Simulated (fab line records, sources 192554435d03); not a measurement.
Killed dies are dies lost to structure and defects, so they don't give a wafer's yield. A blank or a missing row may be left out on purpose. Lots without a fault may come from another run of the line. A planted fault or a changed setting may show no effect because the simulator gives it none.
Which tool did it? | flow n5_finfet | 11 lots, 32 wafers sampled, at 5 steps of a route of 1938

WHAT THE GAUGES READ, wafer by wafer
N5_BEOL_M14_OVL_MEAS_11.
lot  | measured     | on         | V13_OVL (nm)
L744 | day 11 12:32 | overlay-01 | -11 -2 -9
L745 | day 12 07:07 | overlay-02 | 9 7 7
L748 | day 13 03:40 | overlay-01 | 37 40 30
L749 | day 13 04:52 | overlay-01 | 47 53 48
L750 | day 13 07:12 | overlay-02 | 38 36 40
L752 | day 13 19:47 | overlay-01 | 1 -2 -7
L754 | day 14 01:15 | overlay-01 | -10 -2 -2
L759 | day 15 08:49 | overlay-02 | -6 -8 -4
L762 | day 16 02:52 | overlay-02 | -4 -1 2
L763 | day 16 09:08 | overlay-01 | -17 -14 -4
L767 | day 17 11:21 | overlay-02 | -5 -4

WHICH TOOL RAN EACH LOT (tool, then ch and the chambers of the sampled wafers, then the start)
lot  | N5_BEOL_M13_SPUTTER_45       | N5_BEOL_M13_ANNEAL_48            | N5_BEOL_M13_DEP_53              | N5_BEOL_M14_EXPOSE_07
L744 | pvd_sputter-02, day 11 10:39 | rtp_anneal-02 ch 0, day 11 11:19 | pecvd-01 ch 1,2, day 11 11:53   | krf_scanner-01 ch 0, day 11 12:20
L745 | pvd_sputter-02, day 12 05:23 | rtp_anneal-01 ch 0, day 12 05:40 | pecvd-03 ch 0,2, day 12 06:20   | krf_scanner-01 ch 0, day 12 06:55
L748 | pvd_sputter-02, day 13 01:57 | rtp_anneal-02 ch 0, day 13 02:17 | pecvd-01 ch 0,2, day 13 02:53   | krf_scanner-01 ch 0, day 13 03:28
L749 | pvd_sputter-03, day 13 02:52 | rtp_anneal-01 ch 0, day 13 03:17 | pecvd-03 ch 0,1, day 13 04:13   | krf_scanner-01 ch 0, day 13 04:40
L750 | pvd_sputter-02, day 13 05:13 | rtp_anneal-02 ch 0, day 13 05:40 | pecvd-04 ch 0,1,2, day 13 06:34 | krf_scanner-01 ch 0, day 13 07:01
L752 | pvd_sputter-03, day 13 17:59 | rtp_anneal-02 ch 0, day 13 18:19 | pecvd-03 ch 0,1,2, day 13 18:55 | krf_scanner-02 ch 0, day 13 19:35
L754 | pvd_sputter-02, day 13 23:39 | rtp_anneal-02 ch 0, day 13 23:56 | pecvd-04 ch 0,1,2, day 14 00:35 | krf_scanner-02 ch 0, day 14 01:02
L759 | pvd_sputter-03, day 15 07:06 | rtp_anneal-01 ch 0, day 15 07:23 | pecvd-01 ch 1,2, day 15 08:02   | krf_scanner-02 ch 0, day 15 08:37
L762 | pvd_sputter-01, day 16 01:10 | rtp_anneal-02 ch 0, day 16 01:26 | pecvd-04 ch 0,1,2, day 16 02:05 | krf_scanner-02 ch 0, day 16 02:40
L763 | pvd_sputter-01, day 16 07:01 | rtp_anneal-02 ch 0, day 16 07:48 | pecvd-03 ch 0,1,2, day 16 08:28 | krf_scanner-02 ch 0, day 16 08:55
L767 | pvd_sputter-01, day 17 08:53 | rtp_anneal-02 ch 0, day 17 09:56 | pecvd-01 ch 2, day 17 10:33     | krf_scanner-02 ch 0, day 17 11:09
- N5_BEOL_M13_SPUTTER_45: material Cu, target thk 80 nm, time 13.33 s.
- N5_BEOL_M13_ANNEAL_48: time 90 s.
- N5_BEOL_M13_DEP_53: deposits SiCN from 3MS/NH3, target thk 50 nm, time 17.8 s.
- N5_BEOL_M14_EXPOSE_07: exposes mask V13.

THE ANSWER, worked out from the rows above alone
Rule: what is usual is taken from the lots themselves. Put in order of their means at a reading, lots are off if they are a third of the lots or fewer, leave a main group of 4 or more, and stand apart from it by a gap of 3 or more times the standard deviation of the main group's means; of several such gaps the widest counts. A main group whose means are all the same, to the digits that the tables above print for the reading, isn't used. A lot without any number at a reading at which 4 lots or more have one is off too. The other lots that the step has rows for count as sound.
Off: L748, L749, L750, at N5_BEOL_M14_OVL_MEAS_11 (V13_OVL). The main group: mean -4 nm, standard deviation 5.3.
A tool fits if, at a process step before that reading, it ran every lot that is off, and no sound lot after the first of them. The gauges at N5_BEOL_M14_OVL_MEAS_11 are tried like those tools. One fits: krf_scanner-01 at N5_BEOL_M14_EXPOSE_07. Its last sound lot is L745 (day 12 06:55), its first lot that is off L748 (day 13 03:28): a fault that began between those two fits.

WHAT THE SIMULATOR HAD PUT IN
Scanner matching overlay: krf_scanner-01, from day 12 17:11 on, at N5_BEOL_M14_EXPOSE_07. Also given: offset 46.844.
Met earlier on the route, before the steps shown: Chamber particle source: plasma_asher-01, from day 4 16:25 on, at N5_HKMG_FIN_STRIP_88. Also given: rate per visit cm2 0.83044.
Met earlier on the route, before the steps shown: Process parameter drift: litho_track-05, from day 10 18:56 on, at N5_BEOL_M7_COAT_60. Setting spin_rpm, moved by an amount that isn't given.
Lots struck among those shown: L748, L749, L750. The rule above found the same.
